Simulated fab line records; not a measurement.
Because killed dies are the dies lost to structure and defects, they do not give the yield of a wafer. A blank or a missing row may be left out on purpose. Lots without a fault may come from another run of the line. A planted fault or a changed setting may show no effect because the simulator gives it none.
fab line records	flow n5-finfet
[record] lots = 6	wafers = 18	last-day = 14
route steps=1938 shown BEOL_M13@1693
lots that met no fault: taken from a fault-free run of the same line
start-h: hours from the record's first day to the start of the lot's first wafer shown	wait-h: hours elapsed since this lot's preceding step	" repeats the value in the row above	L1.1+2: a single row standing in for several wafers	- no value, or no start was given	* or withheld: withheld	< > ~ a bound
route shown NAME@n: a module of which the file shows steps, and the number in the route of the first	usual: mean and standard deviation over wafers with no fault	same: alike in all rows	chamber/n: place in a boat	sites: per-site readings	_std_site: how widely they spread, as a standard deviation	_edge_site: the outer-site mean with the inner-site mean subtracted	radius-mm: for every site, how far away it sits from the centre of the wafer	mask NAME#n: copy n	behind: tool/chamber where the wafer was last shaped	hold: why the lot was held/for how many hours/how that ended	device: the n, p or np transistor that did not switch	end of line: the tests these same wafers got at the end of their route	where a step has no rows: the recipe by itself	killed: dies that structure and defects cost at the first sort, which is not the same as the wafer's yield	map: dies across one wafer; x = killed, . = not, _ = none there
set.NAME: setting as actually run; set.NAME@STEP: the setting as run at that earlier step	model.NAME: the simulator's own value behind a step, which no gauge read
certain route steps with their lots: each step a table, each wafer a row
services: the hour from which a tool's chamber was out of use, counted from the record's first day as start-h (under 0 if before that day), plus the number of hours and why
[[steps]]
[step N5_BEOL_M13_ETCH_67]
[recipe] chemistry = CF4	target = SiARC	target-depth-a = 1430	time-s = 238.3	ion-energy-ev = 80	pressure-mtorr = 40	source-w = 545	bias-w = 36	Ar_flow_sccm = 100	cf4-flow-sccm = 100	ends = cleared
[step N5_BEOL_M13_ETCH_68]
[recipe] chemistry = N2/H2	target = SOC	mask-material = SiARC	source-w = 3000	bias-w = 350	temp-c = 40	time-s = 355	ion-energy-ev = 200	pressure-mtorr = 30	n2-flow-sccm = 200	h2-flow-sccm = 200
[step N5_BEOL_M13_STRIP_69]
[recipe] chemistry = N2/H2	temp-c = 40	n2-flow-sccm = 200	h2-flow-sccm = 200	rf-frequency-hz = 6e+07
[step N5_BEOL_M13_TRENCH_ETCH_34]
[recipe] chemistry = C4F8/O2/Ar	target = SiOC	target-depth-a = 4134.7	mask-material = SOC	pressure-mtorr = 30	source-w = 3000	bias-w = 700	Ar_flow_sccm = 400	C4F8_flow_sccm = 15	O2_flow_sccm = 8	he-inner-torr = 15	he-outer-torr = 30	time-s = 162.6	ion-energy-ev = 250
[usual] bias-w = 700.0/2.1	drypump-motor-current-A = 5.5/0.42	oes-product-au = 0.84/0.059	rf-vpp-V = 667/3.4	showerhead-plenum-p-Torr = 3.47/0.12	throttle-valve-pct = 24.20/0.21
lot.wafer	tool	chamber	start-h	wait-h	bias-w	drypump-motor-current-A	oes-product-au	rf-hours-counter-h	rf-vpp-V	showerhead-plenum-p-Torr	throttle-valve-pct
L611.2	rie-diel-01	3	239.03	0.0	696.3	5.4	0.85	67	667	3.46	24.17
L611.3	"	1	"	"	700.9	6.0	0.84	53	671	3.60	23.73
L611.6	"	2	"	"	700.0	5.6	0.95	-	665	3.38	24.08
L619.1	rie-diel-03	2	291.51	0.0	699.2	5.4	0.79	122	669	3.56	24.52
L619.3	"	0	"	"	700.2	5.2	0.91	17	672	3.63	24.20
L619.4	"	0	"	"	700.5	5.2	0.90	-	671	3.63	24.19
L618.2	rie-diel-03	2	295.68	0.0	703.9	5.4	0.78	124	669	3.56	24.51
L618.3	"	1	"	"	704.0	5.9	0.82	83	666	3.45	24.20
L618.6	"	3	"	"	699.6	4.8	0.81	-	663	3.31	24.42
L623.2	rie-diel-01	1	295.70	0.0	700.2	5.9	0.82	73	670	3.58	23.74
L623.4	"	0	"	"	701.4	5.1	0.83	84	670	3.59	24.25
L623.6	"	1	"	"	703.0	5.9	0.81	-	669	3.58	23.73
L621.2	rie-diel-01	2	299.40	0.0	700.7	5.5	0.90	26	663	3.37	24.09
L621.3	"	0	"	"	701.1	5.1	0.82	84	669	3.59	24.25
L621.4	"	0	"	"	697.2	5.1	0.81	-	671	3.59	24.24
L622.4	rie-diel-04	3	302.97	0.0	702.1	6.5	0.69	241	659	3.25	24.32
L622.5	"	1	"	"	699.0	5.7	0.80	-	662	3.30	23.88
L622.6	"	0	"	"	700.0	5.8	0.91	-	668	3.49	24.12
[step N5_BEOL_M13_STRIP_70]
[recipe] chemistry = C4F8/O2/Ar	resist = SiARC	rf-frequency-hz = 6e+07
[step N5_BEOL_M13_OCD_MEAS_35]
[usual] trench-depth-nm = 417/5.9
lot.wafer	tool	chamber	start-h	wait-h	trench-depth-nm
L611.2	ocd-02	-	239.21	0.0	425
L611.3	"	-	"	"	415
L611.6	"	-	"	"	421
L619.1	ocd-02	-	291.68	0.0	410
L619.3	"	-	"	"	429
L619.4	"	-	"	"	427
L618.2	ocd-02	-	295.86	0.0	410
L618.3	"	-	"	"	413
L618.6	"	-	"	"	416
L623.2	ocd-01	-	295.88	0.0	419
L623.4	"	-	"	"	419
L623.6	"	-	"	"	418
L621.2	ocd-01	-	299.57	0.0	416
L621.3	"	-	"	"	415
L621.4	"	-	"	"	417
L622.4	ocd-01	-	303.15	0.0	402
L622.5	"	-	"	"	416
L622.6	"	-	"	"	416
[step N5_BEOL_M13_STRIP_37]
[recipe] chemistry = N2/H2	power-w = 1000	temp-c = 250	h2-frac = 0.65	overash-fraction = 0.3	pressure-mtorr = withheld	n2-flow-sccm = 1750	h2-flow-sccm = 3250
[usual] drypump-motor-current-A = 5.6/0.41	heater-power-w = 335/37	oes-product-au = 0.784/0.01
[same] overash-fraction = 0.3
lot.wafer	tool	chamber	start-h	wait-h	drypump-motor-current-A	heater-power-w	oes-product-au	rf-hours-counter-h
L611.2	plasma-asher-01	0	239.25	0.0	5.6	325	0.776	78
L611.3	"	0	"	"	5.6	328	0.788	-
L611.6	"	1	"	"	5.1	390	0.798	-
L619.1	plasma-asher-01	1	291.72	0.0	5.1	395	0.773	87
L619.3	"	0	"	"	5.6	322	0.782	-
L619.4	"	1	"	"	5.1	390	0.774	-
L618.2	plasma-asher-01	1	295.90	0.0	5.1	390	0.790	88
L618.3	"	0	"	"	5.6	317	0.779	-
L618.6	"	1	"	"	5.1	393	0.787	-
L623.2	plasma-asher-02	1	295.91	0.0	6.2	315	0.776	125
L623.4	"	0	"	"	5.7	293	0.779	-
L623.6	"	1	"	"	6.2	318	0.779	-
L621.2	plasma-asher-02	0	299.61	0.0	5.7	298	0.788	126
L621.3	"	0	"	"	5.7	300	0.813	-
L621.4	"	1	"	"	6.2	328	0.802	-
L622.4	plasma-asher-01	1	303.21	0.1	5.1	390	0.776	-
L622.5	"	0	"	"	5.6	317	0.779	-
L622.6	"	1	"	"	5.1	384	0.782	-
[step N5_BEOL_M13_ETCH_38]
[recipe] chemistry = CF4/N2	target = SiCN	target-depth-a = 675	taper-deg = 2	time-s = 71.9	ion-energy-ev = 150	mask-material = SiO2	pressure-mtorr = 40	source-w = 430	bias-w = 70	Ar_flow_sccm = 100	cf4-flow-sccm = 60	n2-flow-sccm = 60
[step N5_BEOL_M13_PRECLEAN_39]
[recipe] chemistry = residue-remover	time-s = 60	temp-c = 40
[step N5_BEOL_M13_SRD_40]
[recipe] time-s = 30	temp-c = 23	rinse-liquid = diw	dry = n2-spin	spin-rpm = 1500	dry-time-s = 30
[step N5_BEOL_M13_DEGAS_41]
[recipe] ambient = vacuum	temp-c = 250	time-s = 60
[usual] heater-power-w = 335/34
lot.wafer	tool	chamber	start-h	wait-h	heater-power-w
L611.2	pvd-sputter-01	-	246.54	0.4	321
L611.3	"	-	"	"	340
L611.6	"	-	"	"	316
L619.1	pvd-sputter-01	-	292.24	0.2	340
L619.3	"	-	"	"	343
L619.4	"	-	"	"	392
L618.2	pvd-sputter-02	-	298.88	0.3	366
L618.3	"	-	"	"	291
L618.6	"	-	"	"	360
L623.2	pvd-sputter-01	-	299.22	0.3	312
L623.4	"	-	"	"	404
L623.6	"	-	"	"	335
L621.2	pvd-sputter-01	-	302.06	0.2	389
L621.3	"	-	"	"	333
L621.4	"	-	"	"	321
L622.4	pvd-sputter-01	-	307.54	0.2	337
L622.5	"	-	"	"	321
L622.6	"	-	"	"	342
[step N5_BEOL_M13_PRE_CLEAN_42]
[recipe] gas = H2/He	time-s = 30	temp-c = 250
[usual] heater-power-w = 337/34
lot.wafer	tool	chamber	start-h	wait-h	heater-power-w
L611.2	pvd-sputter-01	-	246.58	0.0	315
L611.3	"	-	"	"	343
L611.6	"	-	"	"	325
L619.1	pvd-sputter-01	-	292.28	0.0	345
L619.3	"	-	"	"	348
L619.4	"	-	"	"	397
L618.2	pvd-sputter-02	-	298.92	0.0	374
L618.3	"	-	"	"	294
L618.6	"	-	"	"	368
L623.2	pvd-sputter-01	-	299.26	0.0	319
L623.4	"	-	"	"	387
L623.6	"	-	"	"	343
L621.2	pvd-sputter-01	-	302.10	0.0	414
L621.3	"	-	"	"	341
L621.4	"	-	"	"	319
L622.4	pvd-sputter-01	-	307.58	0.0	350
L622.5	"	-	"	"	326
L622.6	"	-	"	"	337
[step N5_BEOL_M13_SPUTTER_43]
[recipe] material = TaN	target-thk-a = 150	temp-c = 50	bias-v = 168.6	power-w = 15000	chamber-pressure-pa = 0.12	time-s = 24.19
[usual] throttle-valve-pct = 29.7/0.98
lot.wafer	tool	chamber	start-h	wait-h	throttle-valve-pct	model.TaN_of_BEOL_M13_SPUTTER_43.thk-nm
L611.2	pvd-sputter-01	-	246.62	0.0	28.7	15
L611.3	"	-	"	"	29.9	14.8
L611.6	"	-	"	"	28.6	14.8
L619.1	pvd-sputter-01	-	292.32	0.0	29.9	14.8
L619.3	"	-	"	"	29.1	15
L619.4	"	-	"	"	30.5	14.8
L618.2	pvd-sputter-02	-	298.96	0.0	29.6	15.2
L618.3	"	-	"	"	30.6	15.2
L618.6	"	-	"	"	29.8	15.2
L623.2	pvd-sputter-01	-	299.30	0.0	28.9	14.8
L623.4	"	-	"	"	30.1	14.8
L623.6	"	-	"	"	29.1	14.8
L621.2	pvd-sputter-01	-	302.14	0.0	30.4	14.8
L621.3	"	-	"	"	29.9	11.2
L621.4	"	-	"	"	28.5	11.2
L622.4	pvd-sputter-01	-	307.62	0.0	29.0	11.4
L622.5	"	-	"	"	28.6	11.4
L622.6	"	-	"	"	30.0	15
[step N5_BEOL_M13_SPUTTER_44]
[recipe] material = Ta	target-thk-a = 100	temp-c = 50	bias-v = 80	power-w = 15000	chamber-pressure-pa = 0.07	time-s = 16.13
[usual] throttle-valve-pct = 29.7/0.96
lot.wafer	tool	chamber	start-h	wait-h	throttle-valve-pct
L611.2	pvd-sputter-01	-	246.70	0.0	28.7
L611.3	"	-	"	"	29.8
L611.6	"	-	"	"	28.6
L619.1	pvd-sputter-01	-	292.40	0.0	29.9
L619.3	"	-	"	"	28.9
L619.4	"	-	"	"	30.2
L618.2	pvd-sputter-02	-	299.04	0.0	29.6
L618.3	"	-	"	"	30.6
L618.6	"	-	"	"	29.9
L623.2	pvd-sputter-01	-	299.38	0.0	28.5
L623.4	"	-	"	"	30.5
L623.6	"	-	"	"	29.0
L621.2	pvd-sputter-01	-	302.22	0.0	30.4
L621.3	"	-	"	"	29.8
L621.4	"	-	"	"	28.6
L622.4	pvd-sputter-01	-	307.70	0.0	29.1
L622.5	"	-	"	"	28.4
L622.6	"	-	"	"	30.0
[step N5_BEOL_M13_SPUTTER_45]
[recipe] material = Cu	target-thk-a = 800	temp-c = -20	bias-v = 60	power-w = 26000	chamber-pressure-pa = 0.13	time-s = 13.33
[step N5_BEOL_M13_ECD_47]
[recipe] material = Cu	target-thk-a = 9360
[step N5_BEOL_M13_ANNEAL_48]
[recipe] temp-c = 225	time-s = 90	ambient = N2
[step N5_BEOL_M13_CMP_49]
[recipe] stop-on = SiOC	t-overpolish-s = 17.1	down-force-psi = 1	platen-rpm = 50	clearing-platen-down-force-psi = 1.5	clearing-platen-rpm = 50	post-cmp-clean = cu-alkaline	target-thk-nm = 420	clearing-platen-pad-velocity-m-s = 0.99484	pad-velocity-m-s = 0.99484
[usual] barrier-field-endpoint-s = 30.0/0.52	clearing-platen-rpm = 50.002/0.027	motor-current-A = 6.0/0.57	slurry-flow-ml-min = 150.0/0.5
lot.wafer	tool	chamber	start-h	wait-h	barrier-field-endpoint-s	clearing-platen-rpm	motor-current-A	slurry-flow-ml-min
L611.3	cmp-04	1	247.47	0.2	30.2	49.991	6.0	149.9
L611.2	"	3	"	"	30.8	50.017	6.1	149.6
L611.6	"	1	"	"	30.0	49.963	6.3	150.2
L619.4	cmp-03	0	293.06	0.1	29.5	50.034	6.4	150.9
L619.1	"	1	"	"	29.5	49.988	5.5	149.7
L619.3	"	3	"	"	30.1	49.999	6.7	149.6
L618.3	cmp-02	2	301.09	0.3	30.0	50.017	5.7	150.4
L618.2	"	3	"	"	30.0	49.994	5.0	149.8
L618.6	"	0	"	"	30.0	50.050	6.0	150.2
L623.4	cmp-04	0	301.36	0.2	30.2	50.048	5.9	149.9
L623.2	"	1	"	"	30.3	50.019	5.9	149.5
L623.6	"	3	"	"	30.8	49.986	6.3	150.5
L621.4	cmp-02	0	302.92	0.2	25.1	50.026	6.0	149.8
L621.3	"	1	"	"	25.2	50.051	7.4	151.0
L621.2	"	2	"	"	29.7	49.983	5.6	150.1
L622.4	cmp-02	3	309.45	0.1	25.0	49.992	5.1	150.0
L622.5	"	3	"	"	25.4	50.029	5.4	150.4
L622.6	"	0	"	"	30.0	49.991	6.1	150.1
[step N5_BEOL_M13_THK_MEAS_50]
[recipe] thk-meas-gauge = xrf	reads = Cu_of_BEOL_M13_ECD_47
[usual] M13_THK = 422/6.4
lot.wafer	tool	chamber	start-h	wait-h	M13_THK[nm]
L611.2	film-metro-01	-	247.77	-	432
L611.3	"	-	"	"	425
L611.6	"	-	"	"	431
L619.1	film-metro-01	-	293.35	-	417
L619.3	"	-	"	"	437
L619.4	"	-	"	"	437
L618.2	film-metro-01	-	301.31	-	418
L618.3	"	-	"	"	421
L618.6	"	-	"	"	424
L623.2	film-metro-02	-	301.58	-	424
L623.4	"	-	"	"	421
L623.6	"	-	"	"	421
L621.2	film-metro-02	-	303.17	-	420
L621.3	"	-	"	"	421
L621.4	"	-	"	"	423
L622.4	film-metro-02	-	309.75	-	403
L622.5	"	-	"	"	420
L622.6	"	-	"	"	419
[[services]]
tool	chamber	start-h	hours	kind
rie-diel-03	0	219.55	-	clean
rie-diel-03	0	219.55	-	consumable-replace:focus-ring
rie-diel-03	0	219.55	-	consumable-replace:showerhead
rie-diel-03	0	219.55	19.9	scheduled-down
rie-diel-03	0	219.55	19.9	vent-cycle
pvd-sputter-02	-	222.72	1.7	repair
cmp-04	-	225.68	4.9	pm
rie-diel-04	-	226.56	15.6	pm
cmp-03	-	239.57	5.5	pm
rie-diel-04	1	246.44	6.6	repair
plasma-asher-01	-	246.73	1.9	repair
cmp-02	-	248.33	0.2	repair
rie-diel-04	2	248.61	3.7	repair
cmp-03	-	250.58	1.7	repair
cmp-04	-	259.95	2.7	repair
plasma-asher-01	-	262.42	4.5	repair
cmp-04	-	269.19	4.0	pm
rie-diel-01	0	269.66	2.1	repair
rie-diel-01	0	275.75	4.7	repair
rie-diel-03	3	282.13	10.9	repair
cmp-04	-	295.33	1.3	repair
rie-diel-03	-	298.97	15.6	pm
cmp-04	-	302.97	0.5	repair
cmp-03	-	306.34	17.7	pm
[[key]]
[first-sign] step = N5_BEOL_M13_CMP_49	reading = barrier-field-endpoint-s	direction = down	sigmas = 9.3	usual = 30.0	struck = 25.2
effect none on later readings
[model-effect] step = N5_BEOL_M13_SPUTTER_43	value = TaN_of_BEOL_M13_SPUTTER_43.thk-nm	without = 14.95	struck = 11.3
met-at N5_BEOL_M13_SPUTTER_43
struck-wafers L621.3,L621.4,L622.4,L622.5
onset-between 299.30 302.14
[fault] kind = process-parameter-drift	tool = pvd-sputter-01	chamber = -	onset-h = 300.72	steps = N5_BEOL_M13_SPUTTER_43	channel = time-s	offset = *	shape = step	end-h = 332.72	scope = struck-wafers-only	acts-in = *	stated = *
